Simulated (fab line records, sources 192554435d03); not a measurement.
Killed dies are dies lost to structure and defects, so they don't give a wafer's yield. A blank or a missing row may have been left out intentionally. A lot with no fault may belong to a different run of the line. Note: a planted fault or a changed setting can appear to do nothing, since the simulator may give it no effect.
fab line records	flow n5-finfet	part 2 of 2: steps 6 to 6 of 6
[record] lots = 8	wafers = 24	last-day = 17
route steps=1938 shown FIN_SAQP@146 FIN_CUT@167 BEOL_M4@1111 PASSIVATION@1936
lots with no fault: from the same line, run without faults
start-h: hours from the record's opening day to when the first of the lot's shown wafers began	wait-h: how many hours have passed since the lot's step before this one	" identical to the entry in the row above	L1.1+2: a row that stands for several wafers	- no value present, or no start provided	* or withheld: withheld	< > ~ a bound
route shown NAME@n: names a module that has steps shown in the file, with the first one's number in the route	usual: mean/standard deviation of fault-free wafers	same: alike in all rows	chamber/n: place in a boat	sites: per-site readings	_std_site: their standard deviation	_edge_site: the outer-site mean with the inner-site mean subtracted	radius-mm: for every site, how far away it sits from the centre of the wafer	mask NAME#n: copy n	behind: the most recent tool/chamber to have shaped the wafer	hold: why the lot was held/for how many hours/how that ended	device: the transistor (n, p or np) that didn't switch	end of line: the route-end tests of the same wafers	where a step has no rows: the recipe by itself	killed: not the wafer's yield, but the dies lost to structure and defects at the first sort	map: a wafer's dies, x killed, . not, _ none there
set.NAME: the run value of the setting; set.NAME@STEP: its run value at that earlier step	model.NAME: the simulator's own value behind a step, which no gauge read
route steps across a sampled set of lots; one table per step, one row per wafer
services: a tool's chamber out of use, with start hour (start-h, from the record's first day; less than 0 if before it), hours out, and reason
[[steps]]
[step N5_PASSIVATION_PROBE_49]
[usual] defect-limited-yield = 91.0/1.4	killed_at_M0_to_M3 = 35/10	killed_at_M4_up = 14/5.5	killed-at-contacts = 13/5.6	killed-at-front-end = 41/11	killed-at-other = 4/3.4	killed-dies = 106/16	killed-open = 68/12	killed-short = 35/7.3	sort_bin_5_function = 5.3/0.89	sort_bin_6_memory = 3.4/0.67	sort_bin_8_speed = 0.01/0.11	sort-n-pass = 1070/28	sort-yield-pct = 90.7/2.4
[same] gross-dies = 1180	killed-at-back-side = 0	sort_bin_4_leakage[%] = 0
lot.wafer	tool	chamber	start-h	wait-h	defect-limited-yield[%]	killed_at_M0_to_M3	killed_at_M4_up	killed-at-contacts	killed-at-front-end	killed-at-other	killed-dies	killed-open	killed-short	sort_bin_5_function[%]	sort_bin_6_memory[%]	sort_bin_8_speed[%]	sort-n-pass	sort-yield-pct[%]
L391.1	prober-02	-	269.75	0.0	91.7	26	22	6	38	6	98	57	38	4.9	2.8	0	1082	91.7
L391.5	prober-02	-	269.95	0.2	92.0	23	15	1	44	11	94	54	34	4.2	3.3	0	1086	92.0
L391.6	prober-02	-	270.00	0.3	90.3	38	17	11	43	5	114	80	28	5.6	4.0	0	1066	90.3
L396.2	prober-02	-	307.37	0.1	89.9	17	21	11	66	4	119	66	45	5.9	3.1	0	1061	89.9
L396.3	prober-02	-	307.42	0.1	92.1	16	12	9	55	1	93	68	22	5.0	2.8	0	1087	92.1
L396.6	prober-02	-	307.57	0.3	89.3	26	13	17	63	7	126	66	48	5.3	4.4	0	1054	89.3
L399.1	prober-02	-	350.52	0.0	88.7	40	7	9	64	13	133	93	38	6.7	4.2	0	1047	88.7
L399.4	prober-02	-	350.67	0.2	89.2	55	9	11	42	10	127	75	50	5.9	4.4	0	1053	89.2
L399.5	prober-02	-	350.72	0.2	91.5	41	11	8	36	4	100	65	35	5.3	3.0	0	1080	91.5
L405.3	prober-01	-	373.44	0.1	88.2	52	10	8	67	2	139	101	37	6.4	5.1	0	1041	88.2
L405.4	prober-01	-	373.49	0.2	91.7	30	8	11	45	4	98	61	37	4.7	3.1	0	1082	91.7
L405.5	prober-01	-	373.54	0.2	88.7	52	7	22	50	2	133	76	56	6.7	4.2	0.08	1047	88.7
L403.1	prober-02	-	376.48	0.0	90.9	43	8	8	47	1	107	77	27	5.0	3.9	0	1073	90.9
L403.3	prober-02	-	376.58	0.1	93.9	20	8	19	22	3	72	56	14	3.6	2.3	0	1108	93.9
L403.4	prober-02	-	376.63	0.2	92.1	32	8	13	40	0	93	62	29	4.7	3.1	0	1087	92.1
L407.2	prober-02	-	380.61	0.1	87.3	54	15	24	51	6	150	93	52	7.5	4.6	0	1030	87.3
L407.5	prober-02	-	380.76	0.2	89.8	56	13	16	31	4	120	74	39	5.8	3.5	0	1060	89.8
L407.6	prober-02	-	380.81	0.3	90.3	37	22	17	36	3	115	72	37	5.6	4.0	0	1065	90.3
L409.1	prober-01	-	398.03	0.0	90.8	22	13	6	60	7	108	54	52	5.8	2.8	0	1072	90.8
L409.2	prober-01	-	398.08	0.1	91.8	28	18	8	39	4	97	65	32	4.7	3.1	0	1083	91.8
L409.5	prober-01	-	398.23	0.2	92.2	24	9	9	44	6	92	52	35	4.3	3.0	0	1088	92.2
L410.3	prober-02	-	403.12	0.1	89.8	43	13	7	50	7	120	83	35	6.4	3.2	0	1060	89.8
L410.4	prober-02	-	403.17	0.2	90.7	42	10	9	44	5	110	67	42	5.3	3.7	0	1070	90.7
L410.6	prober-02	-	403.27	0.3	91.8	27	9	13	44	4	97	59	36	5.8	1.9	0	1083	91.8
// killed by level:class
L391.1 STI_FIN_REVEAL:geometric-particle:open=14 BEOL_M4:geometric-particle:open=13 STI_FIN_REVEAL:geometric-particle:short=7 BEOL_M0_SAQP:geometric-particle:short=7 GATE_CUT:geometric-particle:short=6 MOL_CONTACT_COAG:geometric-particle:open=4 BEOL_M0_SAQP:geometric-particle:open=4 BEOL_M1:geometric-particle:open=4
L391.5 STI_FIN_REVEAL:geometric-particle:open=14 BEOL_M0_SAQP:geometric-particle:open=6 FIN_SAQP:geometric-particle:short=5 DUMMY_GATE:geometric-particle:open=5 BEOL_M1:geometric-particle:open=5 BEOL_M3:geometric-particle:open=5 STI_FIN_REVEAL:geometric-particle:short=4 GATE_CUT:geometric-particle:short=4
L391.6 STI_FIN_REVEAL:geometric-particle:open=17 BEOL_M3:geometric-particle:open=12 BEOL_M4:geometric-particle:open=11 MOL_CONTACT_COAG:geometric-particle:open=7 BEOL_M0_SAQP:geometric-particle:open=7 BEOL_M1:geometric-particle:open=6 GATE_CUT:geometric-particle:short=5 BEOL_M0_SAQP:geometric-particle:short=5
L396.2 FIN_SAQP:geometric-particle:short=23 FIN_SAQP:geometric-particle:open=16 BEOL_M4:geometric-particle:open=13 MOL_CONTACT_COAG:geometric-particle:open=8 GATE_CUT:geometric-particle:open=6 HKMG_FIN:area-etch=6 STI_FIN_REVEAL:geometric-particle:open=5 BEOL_M2:geometric-particle:open=5
L396.3 FIN_SAQP:geometric-particle:open=24 FIN_SAQP:geometric-particle:short=10 MOL_CONTACT_COAG:geometric-particle:open=8 BEOL_M0_SAQP:geometric-particle:open=5 STARTING-WAFER:geometric-particle:open=5 DUMMY_GATE:geometric-particle:open=4 BEOL_M2:geometric-particle:open=4 STI_FIN_REVEAL:geometric-particle:open=3
L396.6 FIN_SAQP:geometric-particle:short=12 MOL_CONTACT_COAG:geometric-particle:open=12 FIN_SAQP:geometric-particle:open=8 BEOL_M2:geometric-particle:open=8 HKMG_FIN:area-etch=7 STI_FIN_REVEAL:geometric-particle:open=5 GATE_CUT:geometric-particle:short=5 MOL_CONTACT_COAG:geometric-particle:short=5
L399.1 STI_FIN_REVEAL:geometric-particle:open=18 FIN_SAQP:geometric-particle:open=11 BEOL_M1:geometric-particle:open=11 BEOL_M3:geometric-particle:open=10 DUMMY_GATE:geometric-particle:open=9 GATE_CUT:geometric-particle:short=8 FIN_SAQP:geometric-particle:short=7 MOL_CONTACT_COAG:geometric-particle:open=7
L399.4 BEOL_M0_SAQP:geometric-particle:short=18 FIN_SAQP:geometric-particle:short=11 BEOL_M1:geometric-particle:open=11 FIN_SAQP:geometric-particle:open=10 MOL_CONTACT_COAG:geometric-particle:open=9 BEOL_M0_SAQP:geometric-particle:open=8 DUMMY_GATE:geometric-particle:open=6 BEOL_M0:geometric-particle:open=4
L399.5 BEOL_M0_SAQP:geometric-particle:open=11 STI_FIN_REVEAL:geometric-particle:open=10 BEOL_M1:geometric-particle:open=10 MOL_CONTACT_COAG:geometric-particle:open=7 BEOL_M1:geometric-particle:short=7 DUMMY_GATE:geometric-particle:open=6 FIN_SAQP:geometric-particle:short=5 BEOL_M0_SAQP:geometric-particle:short=5
L405.3 STI_FIN_REVEAL:geometric-particle:open=23 BEOL_M0_SAQP:geometric-particle:open=13 BEOL_M1:geometric-particle:open=11 BEOL_M2:geometric-particle:open=10 FIN_SAQP:geometric-particle:open=9 MOL_CONTACT_COAG:geometric-particle:open=8 ILD0:geometric-particle:open=7 BEOL_M0_SAQP:geometric-particle:short=7
L405.4 FIN_SAQP:geometric-particle:open=11 MOL_CONTACT_COAG:geometric-particle:open=9 STI_FIN_REVEAL:geometric-particle:open=7 BEOL_M4:geometric-particle:open=7 BEOL_M0_SAQP:geometric-particle:short=6 FIN_SAQP:geometric-particle:short=5 BEOL_M2:geometric-particle:open=5 BEOL_M3:geometric-particle:open=5
L405.5 BEOL_M0_SAQP:geometric-particle:short=20 MOL_CONTACT_COAG:geometric-particle:open=18 FIN_SAQP:geometric-particle:open=11 GATE_CUT:geometric-particle:short=9 BEOL_M0_SAQP:geometric-particle:open=9 FIN_SAQP:geometric-particle:short=8 BEOL_M1:geometric-particle:open=7 BEOL_M2:geometric-particle:open=6
L403.1 STI_FIN_REVEAL:geometric-particle:open=19 BEOL_M3:geometric-particle:open=12 BEOL_M2:geometric-particle:open=11 BEOL_M1:geometric-particle:open=8 MOL_CONTACT_COAG:geometric-particle:open=5 STI_FIN_REVEAL:geometric-particle:short=4 GATE_CUT:geometric-particle:short=4 FIN_SAQP:geometric-particle:short=3
L403.3 MOL_CONTACT_COAG:geometric-particle:open=16 STI_FIN_REVEAL:geometric-particle:open=7 BEOL_M1:geometric-particle:open=5 BEOL_M0_SAQP:geometric-particle:open=4 BEOL_M0:geometric-particle:open=4 BEOL_M3:geometric-particle:open=4 FIN_SAQP:geometric-particle:open=3 BEOL_M0_SAQP:geometric-particle:short=3
L403.4 BEOL_M1:geometric-particle:open=15 FIN_SAQP:geometric-particle:open=14 FIN_SAQP:geometric-particle:short=10 MOL_CONTACT_COAG:geometric-particle:open=7 BEOL_M0_SAQP:geometric-particle:short=7 STI_FIN_REVEAL:geometric-particle:open=5 MOL_CONTACT_COAG:geometric-particle:short=4 GATE_CUT:geometric-particle:short=3
L407.2 BEOL_M0_SAQP:geometric-particle:short=19 MOL_CONTACT_COAG:geometric-particle:open=18 BEOL_M0_SAQP:geometric-particle:open=16 FIN_SAQP:geometric-particle:open=14 BEOL_M2:geometric-particle:open=13 FIN_SAQP:geometric-particle:short=9 BEOL_M4:geometric-particle:open=8 MOL_CONTACT_COAG:geometric-particle:short=6
L407.5 BEOL_M0_SAQP:geometric-particle:short=20 MOL_CONTACT_COAG:geometric-particle:open=14 BEOL_M0_SAQP:geometric-particle:open=13 BEOL_M4:geometric-particle:open=7 BEOL_M1:geometric-particle:open=7 BEOL_M2:geometric-particle:open=7 DUMMY_GATE:geometric-particle:open=5 HKMG_FIN:area-etch=5
L407.6 MOL_CONTACT_COAG:geometric-particle:open=15 BEOL_M0_SAQP:geometric-particle:open=11 BEOL_M2:geometric-particle:open=9 FIN_SAQP:geometric-particle:short=8 BEOL_M0_SAQP:geometric-particle:short=8 BEOL_M4:geometric-particle:open=7 STI_FIN_REVEAL:geometric-particle:open=6 FIN_SAQP:geometric-particle:open=4
L409.1 FIN_SAQP:geometric-particle:short=26 FIN_SAQP:geometric-particle:open=13 BEOL_M0_SAQP:geometric-particle:short=6 MOL_CONTACT_COAG:geometric-particle:open=5 BEOL_M3:geometric-particle:open=4 DUMMY_GATE:geometric-particle:open=4 BEOL_M4:geometric-particle:short=4 BEOL_M0_SAQP:geometric-particle:open=4
L409.2 BEOL_M0_SAQP:geometric-particle:open=11 FIN_SAQP:geometric-particle:open=9 BEOL_M4:geometric-particle:short=9 STI_FIN_REVEAL:geometric-particle:open=8 GATE_CUT:geometric-particle:open=8 MOL_CONTACT_COAG:geometric-particle:open=7 BEOL_M0_SAQP:geometric-particle:short=7 BEOL_M3:geometric-particle:open=5
L409.5 GATE_CUT:geometric-particle:short=12 MOL_CONTACT_COAG:geometric-particle:open=9 BEOL_M0_SAQP:geometric-particle:open=7 DUMMY_GATE:geometric-particle:open=7 FIN_SAQP:geometric-particle:open=5 FIN_SAQP:geometric-particle:short=5 BEOL_M0_SAQP:geometric-particle:short=5 BEOL_M2:geometric-particle:open=5
L410.3 FIN_SAQP:geometric-particle:open=18 BEOL_M0_SAQP:geometric-particle:open=12 FIN_SAQP:geometric-particle:short=10 BEOL_M0:geometric-particle:open=8 BEOL_M0_SAQP:geometric-particle:short=7 BEOL_M2:geometric-particle:open=7 STI_FIN_REVEAL:geometric-particle:open=6 MOL_CONTACT_COAG:geometric-particle:open=6
L410.4 FIN_SAQP:geometric-particle:short=14 BEOL_M0_SAQP:geometric-particle:open=11 BEOL_M2:geometric-particle:open=11 STI_FIN_REVEAL:geometric-particle:open=10 BEOL_M0_SAQP:geometric-particle:short=10 MOL_CONTACT_COAG:geometric-particle:open=8 BEOL_M4:geometric-particle:open=5 STARTING-WAFER:geometric-particle:open=4
L410.6 FIN_SAQP:geometric-particle:open=11 BEOL_M0_SAQP:geometric-particle:short=10 MOL_CONTACT_COAG:geometric-particle:open=8 STARTING-WAFER:geometric-particle:short=6 FIN_SAQP:geometric-particle:short=5 MOL_CONTACT_COAG:geometric-particle:short=5 BEOL_M0_SAQP:geometric-particle:open=5 BEOL_M2:geometric-particle:open=5
[[services]]
tool	chamber	start-h	hours	kind
rie-diel-02	2	4.78	3.7	repair
rie-diel-02	0	6.13	16.4	repair
rie-diel-06	3	9.83	-	clean
rie-diel-06	3	9.83	-	consumable-replace:focus-ring
rie-diel-06	3	9.83	-	consumable-replace:showerhead
rie-diel-06	3	9.83	22.4	scheduled-down
rie-diel-06	3	9.83	22.4	vent-cycle
rie-diel-02	3	22.53	-	clean
rie-diel-02	3	22.53	-	consumable-replace:focus-ring
rie-diel-02	3	22.53	-	consumable-replace:showerhead
rie-diel-02	3	22.53	11.8	scheduled-down
rie-diel-02	3	22.53	11.8	vent-cycle
rie-si-06	2	27.66	-	clean
rie-si-06	2	27.66	-	consumable-replace:focus-ring
rie-diel-04	2	33.25	6.9	repair
rie-si-05	2	65.76	9.9	repair
rie-diel-02	3	98.29	13.9	repair
rie-si-03	3	98.87	5.6	repair
rie-diel-02	-	99.37	0.4	repair
rie-diel-02	2	112.20	-	clean
rie-diel-02	2	112.20	-	consumable-replace:focus-ring
rie-diel-02	2	112.20	20.4	scheduled-down
rie-diel-02	2	112.20	20.4	vent-cycle
rie-diel-04	-	115.63	0.3	repair
